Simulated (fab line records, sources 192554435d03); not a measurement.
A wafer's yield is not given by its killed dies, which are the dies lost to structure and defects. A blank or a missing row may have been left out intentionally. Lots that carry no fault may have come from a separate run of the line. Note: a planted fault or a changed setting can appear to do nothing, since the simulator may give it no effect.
fab line records ; flow n5-finfet ; part 2 of 2: steps 5 to 6 of 6
[record] lots = 24; wafers = 72; last-day = 18
route steps=1938 shown BEOL_M0_SAQP@690 BEOL_M0_CUTY@713 BEOL_M0@717
lots untouched by any fault: they come from a run of this same line in which no faults occurred
start-h: start of the lot's first displayed wafer, in hours after the record's first day ; wait-h: time in hours since the lot's previous step ; " same as the row above ; L1.1+2: a row that stands for several wafers ; - no value, or no start was given ; * or withheld: withheld ; < > ~ a bound
route shown NAME@n: a module of which the file shows steps, and the number in the route of the first ; usual: the fault-free wafers' mean and standard deviation ; same: alike in all rows ; chamber/n: place in a boat ; sites: per-site readings ; _std_site: how widely they spread, as a standard deviation ; _edge_site: inner sites' mean taken away from outer sites' mean ; radius-mm: for every site, how far away it sits from the centre of the wafer ; mask NAME#n: copy n ; behind: the last tool/chamber to shape the wafer ; hold: cause of the lot's hold/its duration in hours/its outcome ; device: which transistor (n, p or np) failed to switch ; end of line: the same wafers' tests at the end of the route ; a step with no rows: only its recipe ; killed: count of dies lost to structure and defects at first sort (not the wafer's yield) ; map: a wafer's dies, x killed, . not, _ none there
set.NAME: the setting that was run; set.NAME@STEP: the one run at that earlier step ; model.NAME: the simulator's own value behind a step, which no gauge read
route steps across a sampled set of lots; one table per step, one row per wafer
services: a tool's chamber out of use, with start hour (start-h, from the record's first day; less than 0 if before it), hours out, and reason
[[steps]]
[step N5_BEOL_M0_STRIP_140]
[recipe] chemistry = CF4; resist = SiARC; power-w = 300; bias-power-w = 75; pressure-mtorr = 50; cf4-flow-sccm = 150; rf-frequency-hz = 6e+07
[usual] drypump-motor-current-A = 5.7/0.47; oes-product-au = 0.79/0.08; rf-vpp-V = 271.3/1.8; showerhead-plenum-p-Torr = 1.80/0.057; throttle-valve-pct = 13.61/0.27
lot.wafer;tool;chamber;start-h;wait-h;drypump-motor-current-A;oes-product-au;rf-hours-counter-h;rf-vpp-V;showerhead-plenum-p-Torr;throttle-valve-pct
L074.2;rie-diel-06;0;114.90;0.1;5.7;0.96;1;270.5;1.77;13.25
L074.3;rie-diel-06;3;114.90;0.1;6.4;0.79;111;273.2;1.81;13.77
L074.4;rie-diel-06;3;114.90;0.1;6.4;0.78;-;270.6;1.81;13.78
L075.1;rie-diel-06;0;126.67;0.1;5.7;0.94;4;269.3;1.77;13.27
L075.2;rie-diel-06;3;126.67;0.1;6.4;0.77;115;271.2;1.81;13.81
L075.5;rie-diel-06;3;126.67;0.1;6.4;0.77;-;271.7;1.81;13.76
L076.2;rie-diel-06;0;132.44;0.3;5.7;0.94;7;268.0;1.77;13.27
L076.4;rie-diel-06;2;132.44;0.3;5.4;0.74;160;272.0;1.86;13.91
L076.5;rie-diel-06;0;132.44;0.3;5.7;0.93;-;273.9;1.76;13.28
L077.3;rie-diel-02;0;134.55;0.2;5.5;0.69;238;268.9;1.70;13.65
L077.5;rie-diel-02;3;134.55;0.2;5.9;0.75;-;270.1;1.73;13.41
L077.6;rie-diel-02;2;134.55;0.2;6.1;0.80;-;272.0;1.88;13.37
L078.1;rie-diel-06;3;141.04;0.2;6.4;0.76;121;272.1;1.81;13.82
L078.4;rie-diel-06;0;141.04;0.2;5.7;0.93;11;269.7;1.76;13.27
L078.5;rie-diel-06;1;141.04;0.2;5.0;0.94;-;268.7;1.76;13.28
L079.1;rie-diel-01;1;151.39;0.2;5.6;0.85;42;273.2;1.90;13.32
L079.3;rie-diel-01;0;151.39;0.2;5.6;0.74;167;270.1;1.72;13.78
L079.5;rie-diel-01;1;151.39;0.2;5.6;0.85;-;270.7;1.90;13.33
L080.2;rie-diel-06;1;156.47;0.2;5.0;0.91;9;270.5;1.76;13.29
L080.5;rie-diel-06;3;156.47;0.2;6.4;0.76;-;271.0;1.81;13.81
L080.6;rie-diel-06;0;156.47;0.2;5.7;0.91;-;271.0;1.76;13.28
L081.1;rie-diel-02;1;156.83;0.2;6.5;0.70;213;272.8;1.84;13.71
L081.2;rie-diel-02;2;156.83;0.2;6.1;0.78;102;272.5;1.88;13.42
L081.3;rie-diel-02;3;156.83;0.2;5.9;0.74;129;269.7;1.73;13.42
L082.1;rie-diel-02;0;167.36;0.1;5.5;0.68;250;268.4;1.69;13.67
L082.3;rie-diel-02;2;167.36;0.1;6.1;0.77;105;274.9;1.88;13.42
L082.5;rie-diel-02;1;167.36;0.1;6.5;0.70;-;270.7;1.84;13.72
L084.1;rie-diel-06;3;173.19;0.2;6.4;0.75;131;270.9;1.81;13.81
L084.3;rie-diel-06;2;173.19;0.2;5.4;0.72;173;270.1;1.86;13.92
L084.6;rie-diel-06;2;173.19;0.2;5.4;0.74;-;275.1;1.86;13.93
L083.2;rie-diel-06;2;178.88;0.1;5.4;0.73;174;273.2;1.86;13.94
L083.5;rie-diel-06;0;178.88;0.1;5.7;0.91;-;270.1;1.76;13.31
L083.6;rie-diel-06;3;178.88;0.1;6.4;0.76;-;269.5;1.81;13.85
L085.2;rie-diel-01;3;182.71;0.4;6.2;0.76;130;273.6;1.88;13.62
L085.5;rie-diel-01;2;182.71;0.4;5.1;0.69;-;272.1;1.84;13.99
L085.6;rie-diel-01;1;182.71;0.4;5.6;0.85;-;273.1;1.89;13.37
L086.3;rie-diel-06;3;188.89;0.1;6.4;0.74;135;271.9;1.80;13.85
L086.4;rie-diel-06;2;188.89;0.1;5.4;0.74;177;270.7;1.86;13.96
L086.5;rie-diel-06;0;188.89;0.1;5.7;0.88;-;267.5;1.76;13.34
L087.1;rie-diel-02;3;191.90;0.2;5.8;0.73;143;269.0;1.72;13.46
L087.4;rie-diel-02;2;191.90;0.2;6.1;0.77;116;276.0;1.87;13.43
L087.5;rie-diel-02;3;191.90;0.2;5.9;0.73;-;270.5;1.72;13.45
L088.2;rie-diel-01;1;198.08;0.1;5.6;0.83;62;273.5;1.89;13.39
L088.3;rie-diel-01;3;198.08;0.1;6.2;0.75;138;275.4;1.87;13.62
L088.5;rie-diel-01;3;198.08;0.1;6.2;0.75;-;273.1;1.87;13.63
L089.1;rie-diel-06;3;206.64;0.1;6.4;0.75;141;269.7;1.80;13.85
L089.2;rie-diel-06;2;206.64;0.1;5.4;0.72;183;271.2;1.85;13.97
L089.4;rie-diel-06;0;206.64;0.1;5.7;0.88;30;268.5;1.76;13.35
L090.1;rie-diel-06;0;211.66;0.5;5.7;0.88;32;271.1;1.76;13.32
L090.2;rie-diel-06;3;211.66;0.5;6.4;0.74;143;270.9;1.80;13.84
L090.3;rie-diel-06;2;211.66;0.5;5.4;0.73;185;271.2;1.85;13.98
L091.3;rie-diel-01;0;214.73;0.2;5.6;0.72;194;269.5;1.72;13.83
L091.4;rie-diel-01;3;214.73;0.2;6.2;0.75;144;271.3;1.87;13.66
L091.6;rie-diel-01;3;214.73;0.2;6.2;0.74;-;274.0;1.87;13.65
L092.4;rie-diel-06;2;226.24;0.1;5.4;0.73;190;270.7;1.85;13.98
L092.5;rie-diel-06;1;226.24;0.1;5.0;0.86;-;270.4;1.75;13.34
L092.6;rie-diel-06;0;226.24;0.1;5.7;0.87;-;272.1;1.76;13.34
L093.1;rie-diel-06;1;231.25;0.3;5.0;0.87;33;269.8;1.75;13.34
L093.4;rie-diel-06;3;231.25;0.3;6.4;0.73;150;271.7;1.80;13.89
L093.6;rie-diel-06;3;231.25;0.3;6.4;0.74;-;272.5;1.80;13.87
L094.1;rie-diel-06;2;234.28;0.1;5.4;0.72;193;274.4;1.85;14.00
L094.2;rie-diel-06;3;234.28;0.1;6.4;0.74;151;272.8;1.80;13.91
L094.3;rie-diel-06;0;234.28;0.1;5.7;0.85;40;270.5;1.76;13.36
L095.1;rie-diel-01;0;242.10;0.5;5.6;0.71;205;267.9;1.71;13.88
L095.2;rie-diel-01;1;242.10;0.5;5.6;0.82;79;273.0;1.89;13.43
L095.3;rie-diel-01;3;242.10;0.5;6.2;0.75;155;271.7;1.87;13.67
L096.1;rie-diel-06;1;246.79;0.2;5.0;0.85;39;271.2;1.75;13.32
L096.3;rie-diel-06;2;246.79;0.2;5.4;0.71;197;273.2;1.85;13.96
L096.4;rie-diel-06;3;246.79;0.2;6.4;0.74;155;271.4;1.80;13.86
L097.1;rie-diel-06;2;251.99;0.4;5.4;0.71;200;275.1;1.85;13.99
L097.3;rie-diel-06;0;251.99;0.4;5.7;0.85;48;271.4;1.75;13.36
L097.6;rie-diel-06;3;251.99;0.4;6.4;0.74;-;270.8;1.80;13.89
[step N5_BEOL_M0_ALD_136]
[recipe] material = TaN; target-thk-a = *; temp-c = 275; ald-precursor-family = PDMAT; ald-co-reactant = NH3; pressure-torr = 3; carrier-flow-sccm = 1500; pulse-time-s = 2; purge-time-s = 3; co-reactant-purge-time-s = 2; co-reactant-pulse-time-s = 3; ald-cycles = 30; precursor-vessel-temp-c = 75; precursor-vessel-pressure-torr = 26.25; precursor-vessel-carrier-sccm = 1000
[usual] heater-power-w = 440/32; precursor-vessel-pressure-torr = 26.26/0.053
lot.wafer;tool;chamber;start-h;wait-h;heater-power-w;precursor-vessel-pressure-torr
L074.2;ald-metal-04;3;116.45;0.0;417;26.23
L074.3;ald-metal-04;1;116.45;0.0;468;26.18
L074.4;ald-metal-04;0;116.45;0.0;460;26.27
L075.1;ald-metal-01;3;127.67;0.1;483;26.24
L075.2;ald-metal-01;0;127.67;0.1;417;26.24
L075.5;ald-metal-01;0;127.67;0.1;428;26.31
L076.2;ald-metal-02;1;133.95;0.1;433;26.28
L076.4;ald-metal-02;3;133.95;0.1;471;26.32
L076.5;ald-metal-02;1;133.95;0.1;442;26.25
L077.3;ald-metal-02;2;135.65;0.0;450;26.30
L077.5;ald-metal-02;2;135.65;0.0;445;26.27
L077.6;ald-metal-02;3;135.65;0.0;462;26.14
L078.1;ald-metal-01;2;143.89;0.3;363;26.21
L078.4;ald-metal-01;1;143.89;0.3;462;26.20
L078.5;ald-metal-01;3;143.89;0.3;475;26.25
L079.1;ald-metal-01;0;152.47;0.1;427;26.32
L079.3;ald-metal-01;1;152.47;0.1;459;26.17
L079.5;ald-metal-01;0;152.47;0.1;428;26.26
L080.2;ald-metal-02;0;157.43;0.1;394;26.24
L080.5;ald-metal-02;2;157.43;0.1;449;26.25
L080.6;ald-metal-02;3;157.43;0.1;473;26.25
L081.1;ald-metal-02;1;159.77;0.0;446;26.28
L081.2;ald-metal-02;0;159.77;0.0;397;26.22
L081.3;ald-metal-02;3;159.77;0.0;462;26.27
L082.1;ald-metal-04;1;168.88;0.2;463;26.16
L082.3;ald-metal-04;2;168.88;0.2;437;26.22
L082.5;ald-metal-04;0;168.88;0.2;471;26.25
L084.1;ald-metal-04;0;173.90;0.0;455;26.25
L084.3;ald-metal-04;1;173.90;0.0;462;26.20
L084.6;ald-metal-04;0;173.90;0.0;467;26.25
L083.2;ald-metal-02;3;180.08;0.0;470;26.20
L083.5;ald-metal-02;0;180.08;0.0;405;26.32
L083.6;ald-metal-02;3;180.08;0.0;475;26.31
L085.2;ald-metal-04;1;184.42;0.0;463;26.20
L085.5;ald-metal-04;0;184.42;0.0;465;26.27
L085.6;ald-metal-04;1;184.42;0.0;463;26.14
L086.3;ald-metal-02;0;189.93;0.0;402;26.22
L086.4;ald-metal-02;3;189.93;0.0;458;26.35
L086.5;ald-metal-02;3;189.93;0.0;466;26.23
L087.1;ald-metal-01;0;194.02;0.0;421;26.36
L087.4;ald-metal-01;1;194.02;0.0;463;26.18
L087.5;ald-metal-01;3;194.02;0.0;482;26.29
L088.2;ald-metal-02;0;200.98;0.0;418;26.26
L088.3;ald-metal-02;1;200.98;0.0;437;26.23
L088.5;ald-metal-02;2;200.98;0.0;446;26.28
L089.1;ald-metal-01;0;207.70;0.1;419;26.28
L089.2;ald-metal-01;3;207.70;0.1;483;26.30
L089.4;ald-metal-01;1;207.70;0.1;466;26.24
L090.1;ald-metal-01;2;214.85;0.0;363;26.19
L090.2;ald-metal-01;1;214.85;0.0;488;26.25
L090.3;ald-metal-01;3;214.85;0.0;467;26.27
L091.3;ald-metal-02;3;218.39;0.0;466;26.20
L091.4;ald-metal-02;0;218.39;0.0;399;26.20
L091.6;ald-metal-02;3;218.39;0.0;462;26.20
L092.4;ald-metal-02;3;227.66;0.3;455;26.31
L092.5;ald-metal-02;1;227.66;0.3;441;26.28
L092.6;ald-metal-02;2;227.66;0.3;441;26.19
L093.1;ald-metal-01;1;232.57;0.0;471;26.37
L093.4;ald-metal-01;0;232.57;0.0;417;26.36
L093.6;ald-metal-01;3;232.57;0.0;478;26.31
L094.1;ald-metal-04;1;237.90;0.0;458;26.24
L094.2;ald-metal-04;0;237.90;0.0;460;26.22
L094.3;ald-metal-04;2;237.90;0.0;442;26.25
L095.1;ald-metal-01;1;245.47;0.1;470;26.28
L095.2;ald-metal-01;2;245.47;0.1;366;26.29
L095.3;ald-metal-01;0;245.47;0.1;425;26.35
L096.1;ald-metal-01;0;248.64;0.0;423;26.24
L096.3;ald-metal-01;1;248.64;0.0;473;26.26
L096.4;ald-metal-01;2;248.64;0.0;367;26.17
L097.1;ald-metal-04;0;256.93;0.0;464;26.27
L097.3;ald-metal-04;1;256.93;0.0;461;26.18
L097.6;ald-metal-04;0;256.93;0.0;454;26.24
[[services]]
tool;chamber;start-h;hours;kind
rie-diel-05;2;91.74;2.1;repair
ald-metal-01;0;95.04;5.9;repair
ald-metal-01;1;95.83;26.9;repair
rie-diel-06;1;112.08;-;clean
rie-diel-06;1;112.08;-;consumable-replace:focus-ring
rie-diel-06;1;112.08;16.5;scheduled-down
rie-diel-06;1;112.08;16.5;vent-cycle
ald-metal-01;-;123.29;0.6;repair
rie-diel-06;-;152.14;4.3;pm
ald-metal-04;-;156.55;0.9;repair
rie-diel-04;3;158.32;14.6;repair
rie-diel-02;-;161.27;0.4;repair
rie-diel-03;2;166.17;6.7;repair
ald-metal-04;3;172.03;16.8;repair
rie-diel-01;2;185.30;17.7;repair
rie-diel-04;3;193.36;5.3;repair
rie-diel-02;1;195.81;5.5;repair
rie-diel-02;3;198.03;6.0;repair
rie-diel-04;3;210.71;1.6;repair
ald-metal-01;0;211.37;11.5;repair
ald-metal-01;1;217.23;12.6;repair
ald-metal-02;3;230.95;3.0;repair
rie-diel-02;-;241.53;15.6;pm
rie-diel-05;1;245.40;1.7;repair
